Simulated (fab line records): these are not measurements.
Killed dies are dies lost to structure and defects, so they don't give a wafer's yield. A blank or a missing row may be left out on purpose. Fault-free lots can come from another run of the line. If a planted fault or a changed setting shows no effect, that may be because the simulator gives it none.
fab line records | flow n5-finfet | part 2 of 2: steps 25 to 29 of 29
record lots=5 | wafers=15 | last-day=18
route steps=1938 shown BEOL_M14@1763 BEOL_M15@1773
lots that met no fault: from a run of the same line without faults
start-h: hours from the record's opening day to when the first of the lot's shown wafers began | wait-h: how many hours have passed since the lot's step before this one | " same as the row above | L1.1+2: one row covering several wafers at once | - value missing, or start not given | * or withheld: withheld | < > ~ a bound
route shown NAME@n: names a module that has steps shown in the file, with the first one's number in the route | usual: mean/standard deviation taken from wafers without a fault | same: alike in all rows | chamber/n: place in a boat | sites: readings site by site | _std_site: the values' standard deviation | _edge_site: mean of outer sites minus mean of inner sites | radius-mm: for every site, how far away it sits from the centre of the wafer | mask NAME#n: copy n | behind: the tool/chamber that last shaped the wafer | hold: what put the lot on hold/how long, in hours/how the hold closed | device: the n, p or np transistor that did not switch | end of line: the tests these same wafers got at the end of their route | a step given without rows: its recipe and nothing more | killed: the dies lost at the first sort to structure and to defects; this is not the yield of the wafer | map: dies across one wafer; x = killed, . = not, _ = none there
set.NAME: the setting as run; set.NAME@STEP: as run at that earlier step | model.NAME: the simulator's own value behind a step, which no gauge read
lots at selected steps of the route; one table per step, one row per wafer
services: when a tool's chamber went out of use (start-h, in hours from the record's first day, below 0 if earlier), for how many hours, and the reason
## steps
# step N5_BEOL_M15_ETCH_59
# recipe chemistry=N2/H2 | target=BARC | target-depth-a=890 | overetch-a=267 | time-s=67.9 | ion-energy-ev=200 | pressure-mtorr=30 | source-w=840 | bias-w=150 | n2-flow-sccm=200 | h2-flow-sccm=200
# usual chamber-pressure-mTorr=29.997/0.029 | drypump-motor-current-A=5.6/0.44 | oes-product-au=0.68/0.07 | rf-vpp-V=524.1/2.9 | showerhead-plenum-p-Torr=2.55/0.099 | throttle-valve-pct=17.80/0.15
lot.wafer | tool        | chamber | start-h | wait-h | chamber-pressure-mTorr | drypump-motor-current-A | oes-product-au | rf-hours-counter-h | rf-vpp-V | showerhead-plenum-p-Torr | throttle-valve-pct
L081.1    | rie-diel-02 | 3       | 310.75  | 0.0    | 29.992                 | 5.9                     | 0.60           | 185                | 521.6    | 2.54                     | 17.74
L081.5    | "           | 2       | "       | "      | 29.962                 | 5.6                     | 0.61           | -                  | 525.9    | 2.63                     | 17.81
L081.6    | "           | 3       | "       | "      | 30.035                 | 5.9                     | 0.61           | -                  | 523.9    | 2.54                     | 17.73
L084.1    | rie-diel-06 | 2       | 352.93  | 0.0    | 29.977                 | 6.2                     | 0.64           | 168                | 519.7    | 2.33                     | 17.94
L084.2    | "           | 3       | "       | "      | 29.970                 | 5.4                     | 0.69           | 86                 | 528.8    | 2.67                     | 17.52
L084.6    | "           | 2       | "       | "      | 29.935                 | 6.2                     | 0.64           | -                  | 516.5    | 2.33                     | 17.93
L089.2    | rie-diel-03 | 2       | 371.49  | 0.0    | 29.987                 | 6.3                     | 0.78           | 16                 | 525.2    | 2.60                     | 17.81
L089.4    | "           | 1       | "       | "      | 30.008                 | 5.6                     | 0.71           | 98                 | 525.9    | 2.57                     | 17.85
L089.6    | "           | 1       | "       | "      | 30.023                 | 5.6                     | 0.70           | -                  | 523.7    | 2.57                     | 17.84
L094.1    | rie-diel-06 | 1       | 394.81  | 0.0    | 29.971                 | 5.1                     | 0.73           | 33                 | 527.7    | 2.70                     | 17.79
L094.2    | "           | 0       | "       | "      | 29.975                 | 5.9                     | 0.70           | 91                 | 521.7    | 2.45                     | 17.87
L094.5    | "           | 3       | "       | "      | 30.037                 | 5.4                     | 0.68           | -                  | 527.8    | 2.66                     | 17.55
L097.1    | rie-diel-03 | 2       | 407.90  | 0.0    | 30.022                 | 6.4                     | 0.75           | 27                 | 525.4    | 2.60                     | 17.82
L097.2    | "           | 1       | "       | "      | 29.993                 | 5.6                     | 0.69           | 110                | 523.5    | 2.56                     | 17.86
L097.4    | "           | 3       | "       | "      | 30.000                 | 5.9                     | 0.61           | 225                | 522.3    | 2.51                     | 17.96
# step N5_BEOL_M15_VIA_ETCH_16
# recipe chemistry=C4F8/O2/Ar | target=SiO2 | he-inner-torr=15 | he-outer-torr=30 | target-depth-a=17922 | time-s=withheld | ion-energy-ev=800 | pressure-mtorr=20 | source-w=1905 | bias-w=2040 | Ar_flow_sccm=400 | C4F8_flow_sccm=16 | O2_flow_sccm=12 | ends=cleared
# usual chamber-pressure-mTorr=20.004/0.019 | drypump-motor-current-A=5.7/0.44 | oes-product-au=0.72/0.079 | rf-vpp-V=2236/15 | showerhead-plenum-p-Torr=3.45/0.13 | throttle-valve-pct=30.79/0.16
lot.wafer | tool        | chamber | start-h | wait-h | chamber-pressure-mTorr | drypump-motor-current-A | oes-product-au | rf-vpp-V | showerhead-plenum-p-Torr | throttle-valve-pct
L081.1    | rie-diel-02 | 3       | 310.81  | 0.0    | 19.994                 | 5.9                     | 0.64           | 2205     | 3.41                     | 30.54
L081.5    | "           | 2       | "       | "      | 20.007                 | 5.7                     | 0.64           | 2244     | 3.52                     | 30.58
L081.6    | "           | 3       | "       | "      | 19.993                 | 5.9                     | 0.63           | 2204     | 3.41                     | 30.52
L084.1    | rie-diel-06 | 2       | 352.99  | 0.0    | 19.997                 | 6.2                     | 0.67           | 2221     | 3.16                     | 30.79
L084.2    | "           | 3       | "       | "      | 20.017                 | 5.4                     | 0.75           | 2248     | 3.61                     | 30.57
L084.6    | "           | 2       | "       | "      | 20.021                 | 6.2                     | 0.69           | 2220     | 3.16                     | 30.76
L089.2    | rie-diel-03 | 2       | 371.54  | 0.0    | 20.028                 | 6.4                     | 0.84           | 2243     | 3.49                     | 30.80
L089.4    | "           | 1       | "       | "      | 20.031                 | 5.6                     | 0.74           | 2249     | 3.47                     | 30.92
L089.6    | "           | 1       | "       | "      | 20.020                 | 5.6                     | 0.75           | 2248     | 3.47                     | 30.94
L094.1    | rie-diel-06 | 1       | 394.86  | 0.0    | 20.010                 | 5.1                     | 0.78           | 2268     | 3.63                     | 30.87
L094.2    | "           | 0       | "       | "      | 19.982                 | 5.9                     | 0.75           | 2228     | 3.33                     | 30.97
L094.5    | "           | 3       | "       | "      | 19.997                 | 5.4                     | 0.72           | 2248     | 3.60                     | 30.57
L097.1    | rie-diel-03 | 2       | 407.95  | 0.0    | 20.019                 | 6.4                     | 0.82           | 2244     | 3.49                     | 30.80
L097.2    | "           | 1       | "       | "      | 19.983                 | 5.6                     | 0.73           | 2249     | 3.47                     | 30.94
L097.4    | "           | 3       | "       | "      | 20.002                 | 5.9                     | 0.63           | 2220     | 3.40                     | 30.90
# step N5_BEOL_M15_STRIP_63
# recipe chemistry=O2 | power-w=600 | temp-c=60 | pressure-mtorr=30 | rf-frequency-hz=6e+07 | bias-power-w=0 | overash-fraction=0.3 | o2-flow-sccm=225
# usual chamber-pressure-mTorr=30.00/0.04 | drypump-motor-current-A=5.6/0.44 | oes-product-au=0.80/0.087 | rf-vpp-V=3.7/0.74 | showerhead-plenum-p-Torr=2.11/0.084 | throttle-valve-pct=16.64/0.16
lot.wafer | tool        | chamber | start-h | wait-h | chamber-pressure-mTorr | drypump-motor-current-A | oes-product-au | rf-hours-counter-h | rf-vpp-V | showerhead-plenum-p-Torr | throttle-valve-pct
L081.1    | rie-diel-02 | 3       | -       | -      | 30.03                  | 5.9                     | 0.71           | 186                | 3.8      | 2.08                     | 16.49
L081.5    | "           | 2       | "       | "      | 29.86                  | 5.6                     | 0.69           | -                  | 4.7      | 2.17                     | 16.67
L081.6    | "           | 3       | "       | "      | 29.98                  | 5.9                     | 0.71           | -                  | 3.3      | 2.08                     | 16.51
L084.1    | rie-diel-06 | 2       | -       | -      | 30.03                  | 6.2                     | 0.75           | 168                | 4.5      | 1.92                     | 16.69
L084.2    | "           | 3       | "       | "      | 30.03                  | 5.4                     | 0.82           | 86                 | 4.9      | 2.21                     | 16.37
L084.6    | "           | 2       | "       | "      | 29.97                  | 6.2                     | 0.75           | -                  | 3.6      | 1.92                     | 16.69
L089.2    | rie-diel-03 | 2       | -       | -      | 30.03                  | 6.3                     | 0.93           | 16                 | 3.5      | 2.15                     | 16.57
L089.4    | "           | 1       | "       | "      | 29.99                  | 5.6                     | 0.84           | 98                 | 3.8      | 2.10                     | 16.63
L089.6    | "           | 1       | "       | "      | 30.03                  | 5.6                     | 0.84           | -                  | 4.0      | 2.10                     | 16.62
L094.1    | rie-diel-06 | 1       | -       | -      | 30.04                  | 5.0                     | 0.86           | 33                 | 3.3      | 2.24                     | 16.70
L094.2    | "           | 0       | "       | "      | 29.97                  | 5.9                     | 0.82           | 91                 | 3.7      | 2.03                     | 16.69
L094.5    | "           | 3       | "       | "      | 30.04                  | 5.4                     | 0.81           | -                  | 4.1      | 2.21                     | 16.39
L097.1    | rie-diel-03 | 2       | -       | -      | 29.98                  | 6.3                     | 0.90           | 27                 | 4.8      | 2.14                     | 16.62
L097.2    | "           | 1       | "       | "      | 30.08                  | 5.6                     | 0.81           | 111                | 4.0      | 2.10                     | 16.61
L097.4    | "           | 3       | "       | "      | 30.00                  | 5.9                     | 0.70           | 225                | 3.3      | 2.07                     | 16.87
# step N5_BEOL_M15_STRIP_64
# recipe chemistry=O2 | power-w=600 | temp-c=60 | pressure-mtorr=30 | rf-frequency-hz=6e+07 | bias-power-w=0 | overash-fraction=0.3 | o2-flow-sccm=225
# usual chamber-pressure-mTorr=30.00/0.03 | drypump-motor-current-A=5.6/0.44 | oes-product-au=0.80/0.088 | rf-vpp-V=3.7/0.53 | showerhead-plenum-p-Torr=2.11/0.084 | throttle-valve-pct=16.64/0.16
lot.wafer | tool        | chamber | start-h | wait-h | chamber-pressure-mTorr | drypump-motor-current-A | oes-product-au | rf-hours-counter-h | rf-vpp-V | showerhead-plenum-p-Torr | throttle-valve-pct
L081.1    | rie-diel-02 | 3       | -       | -      | 30.00                  | 5.9                     | 0.71           | 186                | 3.5      | 2.08                     | 16.49
L081.5    | "           | 2       | "       | "      | 30.03                  | 5.6                     | 0.70           | -                  | 4.2      | 2.17                     | 16.66
L081.6    | "           | 3       | "       | "      | 29.99                  | 5.9                     | 0.71           | -                  | 3.7      | 2.08                     | 16.51
L084.1    | rie-diel-06 | 2       | -       | -      | 29.99                  | 6.2                     | 0.75           | 168                | 4.1      | 1.92                     | 16.70
L084.2    | "           | 3       | "       | "      | 30.01                  | 5.4                     | 0.82           | 86                 | 3.4      | 2.21                     | 16.36
L084.6    | "           | 2       | "       | "      | 30.01                  | 6.2                     | 0.75           | -                  | 4.8      | 1.92                     | 16.71
L089.2    | rie-diel-03 | 2       | -       | -      | 29.99                  | 6.4                     | 0.93           | 16                 | 3.3      | 2.15                     | 16.57
L089.4    | "           | 1       | "       | "      | 29.97                  | 5.6                     | 0.82           | 98                 | 3.9      | 2.11                     | 16.62
L089.6    | "           | 1       | "       | "      | 30.00                  | 5.6                     | 0.83           | -                  | 3.8      | 2.10                     | 16.61
L094.1    | rie-diel-06 | 1       | -       | -      | 30.02                  | 5.1                     | 0.86           | 33                 | 4.0      | 2.24                     | 16.66
L094.2    | "           | 0       | "       | "      | 30.01                  | 5.9                     | 0.83           | 91                 | 4.0      | 2.03                     | 16.69
L094.5    | "           | 3       | "       | "      | 30.00                  | 5.4                     | 0.80           | -                  | 3.9      | 2.21                     | 16.40
L097.1    | rie-diel-03 | 2       | -       | -      | 29.93                  | 6.4                     | 0.90           | 27                 | 3.6      | 2.14                     | 16.59
L097.2    | "           | 1       | "       | "      | 29.99                  | 5.6                     | 0.81           | 111                | 2.9      | 2.10                     | 16.63
L097.4    | "           | 3       | "       | "      | 29.95                  | 5.9                     | 0.69           | 225                | 3.8      | 2.07                     | 16.85
# step N5_BEOL_M15_STRIP_65
# recipe chemistry=post-etch-residue-remover | time-s=60 | temp-c=25 | remover-ph=withheld | remover-water-wt-pct=withheld | remover-fluoride-wt-pct=withheld
lot.wafer  | tool         | chamber | start-h | wait-h
L081.1+5+6 | wet-bench-02 | 1,4,5   | 311.16  | -
L084.1+2+6 | wet-bench-02 | 0,3,4   | 353.34  | -
L089.2+4+6 | wet-bench-02 | 0,3,7   | 371.89  | -
L094.1+2+5 | wet-bench-02 | 0,3,2   | 395.21  | -
L097.1+2+4 | wet-bench-06 | 6,4,3   | 408.30  | -
## services
tool           | chamber | start-h | hours | kind
ecd-cu-02      | -       | 285.12  | 0.8   | repair
rie-diel-03    | 2       | 295.05  | -     | clean
rie-diel-02    | 1       | 296.22  | 11.3  | repair
ecd-cu-01      | -       | 297.06  | 0.7   | repair
pecvd-04       | 1       | 310.94  | 12.0  | repair
pecvd-02       | -       | 311.50  | 0.8   | repair
cmp-01         | -       | 319.66  | 0.3   | repair
krf-scanner-02 | -       | 333.67  | 4.0   | pm
krf-scanner-02 | -       | 341.27  | 1.9   | repair
cmp-01         | -       | 341.28  | 0.9   | repair
cmp-04         | -       | 343.66  | 0.2   | repair
ecd-cu-02      | -       | 347.88  | 4.5   | repair
krf-scanner-01 | -       | 357.99  | 0.2   | repair
rie-diel-03    | 0       | 358.06  | 7.0   | repair
krf-scanner-01 | -       | 358.69  | 2.4   | repair
cmp-02         | -       | 362.43  | 27.2  | repair
rie-diel-02    | 2       | 368.36  | 7.7   | repair
krf-scanner-02 | -       | 371.32  | 3.6   | pm
cmp-01         | -       | 372.26  | 5.4   | pm
rie-diel-06    | 2       | 374.95  | 7.2   | repair
krf-scanner-01 | -       | 378.59  | 1.0   | pm
wet-bench-06   | -       | 381.32  | 1.9   | pm
cmp-02         | -       | 390.40  | 3.9   | pm
krf-scanner-02 | -       | 396.31  | 1.0   | pm
